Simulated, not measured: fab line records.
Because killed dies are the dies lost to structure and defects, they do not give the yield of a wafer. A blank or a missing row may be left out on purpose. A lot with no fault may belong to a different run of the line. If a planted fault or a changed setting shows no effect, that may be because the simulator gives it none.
Shared-tool check -- flow nand-harc -- Lots sampled 9, wafers sampled 27

== WHAT PROMPTED THE OPENING ==
Flagged at NHARC_A_CHANNEL_HOLE_D2_CD_MEAS_31: reading cd-nm, on 3 of 9 lots. No-fault wafers: 90.1 nm, standard deviation 1.5.
Rule: flag the lot when none of its wafers has a number, or when each of its wafers that has one lies beyond 4 standard deviations from that mean. As for the other lots, they are considered sound.

lot,measured,on,"cd-nm (nm), wafer by wafer",flag
L352,day 13 11:18,cd-sem-03,89.5 87.5 89.0,
L355,day 15 06:08,cd-sem-03,3.0 1.6 0.8,FLAGGED
L354,day 15 06:20,cd-sem-01,0.6 0.1 0.5,FLAGGED
L356,day 15 10:17,cd-sem-02,2.0 2.1 1.1,FLAGGED
L359,day 16 16:54,cd-sem-02,90.5 88.3 89.7,
L368,day 20 02:57,cd-sem-01,91.2 89.2 88.7,
L371,day 22 02:47,cd-sem-03,90.3 88.1 89.4,
L373,day 22 19:38,cd-sem-02,90.8 91.4 91.5,
L374,day 22 19:46,cd-sem-02,88.5 91.4 88.9,
The mean of the flagged lots' numbers is 1.3 nm, -88.8 nm from the usual (-59 standard deviations).

== WHICH TOOL EACH LOT WENT THROUGH ==
Before the reading, the record contains 4 process steps out of a 1302-step route. In each cell: the tool, then ch and the chambers that the sampled wafers went through, then the start.
lot,flag,NHARC_A_CHANNEL_HOLE_D2_ETCH_39,NHARC_A_CHANNEL_HOLE_D2_ETCH_16,NHARC_A_CHANNEL_HOLE_D2_ETCH_21,NHARC_A_CHANNEL_HOLE_D2_ETCH_22
L352,,"rie-diel-09 ch 0,2, day 13 06:17 or earlier","rie-diel-09 ch 2,3, day 13 06:17 or earlier","har-etch-01 ch 0,1, day 13 06:17","har-etch-01 ch 0,1, day 13 06:45"
L355,FLAGGED,"rie-diel-05 ch 0,1,2, day 15 01:02 or earlier","rie-diel-05 ch 0,1,3, day 15 01:02 or earlier","har-etch-02 ch 0,1, day 15 01:02","har-etch-02 ch 0,1, day 15 01:28"
L354,FLAGGED,"rie-diel-10 ch 1,2, day 15 01:28 or earlier","rie-diel-10 ch 0,3, day 15 01:28 or earlier","har-etch-01 ch 0,1, day 15 01:28","har-etch-01 ch 0,1, day 15 01:58"
L356,FLAGGED,"rie-diel-09 ch 2,3, day 15 05:16 or earlier","rie-diel-09 ch 0,1,2, day 15 05:16 or earlier","har-etch-02 ch 0,1, day 15 05:16","har-etch-02 ch 0,1, day 15 05:44"
L359,,"rie-diel-09 ch 1,2,3, day 16 11:47 or earlier","rie-diel-09 ch 0,1,2, day 16 11:47 or earlier","har-etch-01 ch 0,1, day 16 11:47","har-etch-01 ch 0,1, day 16 12:14"
L368,,"rie-diel-05 ch 2,3, day 19 21:59 or earlier","rie-diel-05 ch 0,1,2, day 19 21:59 or earlier","har-etch-02 ch 0,1, day 19 21:59","har-etch-02 ch 0,1, day 19 22:29"
L371,,"rie-diel-05 ch 0,1,2, day 21 21:41 or earlier","rie-diel-05 ch 0,2,3, day 21 21:41 or earlier","har-etch-01 ch 0,1, day 21 21:41","har-etch-01 ch 0,1, day 21 22:07"
L373,,"rie-diel-09 ch 1,2, day 22 14:40 or earlier","rie-diel-09 ch 0,2,3, day 22 14:40 or earlier","har-etch-01 ch 0,1, day 22 14:40","har-etch-01 ch 0,1, day 22 15:08"
L374,,"rie-diel-05 ch 2,3, day 22 14:45 or earlier","rie-diel-05 ch 0,3, day 22 14:45 or earlier","har-etch-02 ch 0,1, day 22 14:45","har-etch-02 ch 0,1, day 22 15:13"
What these steps do:
- NHARC_A_CHANNEL_HOLE_D2_ETCH_39: etches the open film in N2/H2, target depth 260 nm, time 325 s.
- NHARC_A_CHANNEL_HOLE_D2_ETCH_16: etches the open film in O2/COS, target depth 3100 nm, time 806 s.
- NHARC_A_CHANNEL_HOLE_D2_ETCH_21: etches the open film in C4F8/O2/Ar, time 514.3 s, target depth 1600 nm.
- NHARC_A_CHANNEL_HOLE_D2_ETCH_22: etches the open film in C4F8/O2/Ar, time 666.7 s, target depth 1600 nm.
- NHARC_A_CHANNEL_HOLE_D2_CD_MEAS_31

== FLAGGED OVER TOTAL, TOOL BY TOOL (the gauges that took the reading come last) ==
step,tool,lots run,flagged,share of the flagged lots,sound lots run after its first flagged lot
NHARC_A_CHANNEL_HOLE_D2_ETCH_39,rie-diel-05,4,1,some,"3 (L368,L371,L374)"
NHARC_A_CHANNEL_HOLE_D2_ETCH_39,rie-diel-09,4,1,some,"2 (L359,L373)"
NHARC_A_CHANNEL_HOLE_D2_ETCH_39,rie-diel-10,1,1,some,0
NHARC_A_CHANNEL_HOLE_D2_ETCH_16,rie-diel-05,4,1,some,"3 (L368,L371,L374)"
NHARC_A_CHANNEL_HOLE_D2_ETCH_16,rie-diel-09,4,1,some,"2 (L359,L373)"
NHARC_A_CHANNEL_HOLE_D2_ETCH_16,rie-diel-10,1,1,some,0
NHARC_A_CHANNEL_HOLE_D2_ETCH_21,har-etch-01,5,1,some,"3 (L359,L371,L373)"
NHARC_A_CHANNEL_HOLE_D2_ETCH_21,har-etch-02,4,2,some,"2 (L368,L374)"
NHARC_A_CHANNEL_HOLE_D2_ETCH_22,har-etch-01,5,1,some,"3 (L359,L371,L373)"
NHARC_A_CHANNEL_HOLE_D2_ETCH_22,har-etch-02,4,2,some,"2 (L368,L374)"
NHARC_A_CHANNEL_HOLE_D2_CD_MEAS_31,cd-sem-01,2,1,some,1 (L368)
NHARC_A_CHANNEL_HOLE_D2_CD_MEAS_31,cd-sem-02,4,1,some,"3 (L359,L373,L374)"
NHARC_A_CHANNEL_HOLE_D2_CD_MEAS_31,cd-sem-03,3,1,some,1 (L371)
Because NHARC_A_CHANNEL_HOLE_D2_ETCH_39 lacks a start for some lots, the hours and order of its lots are taken from NHARC_A_CHANNEL_HOLE_D2_ETCH_21. Because NHARC_A_CHANNEL_HOLE_D2_ETCH_16 lacks a start for some lots, the hours and order of its lots are taken from NHARC_A_CHANNEL_HOLE_D2_ETCH_21.

== WHAT IS ALLOWED BY THE TABLE ==
No row of the table ran every flagged lot.

== WHAT THE SIMULATOR HAD PUT IN ==
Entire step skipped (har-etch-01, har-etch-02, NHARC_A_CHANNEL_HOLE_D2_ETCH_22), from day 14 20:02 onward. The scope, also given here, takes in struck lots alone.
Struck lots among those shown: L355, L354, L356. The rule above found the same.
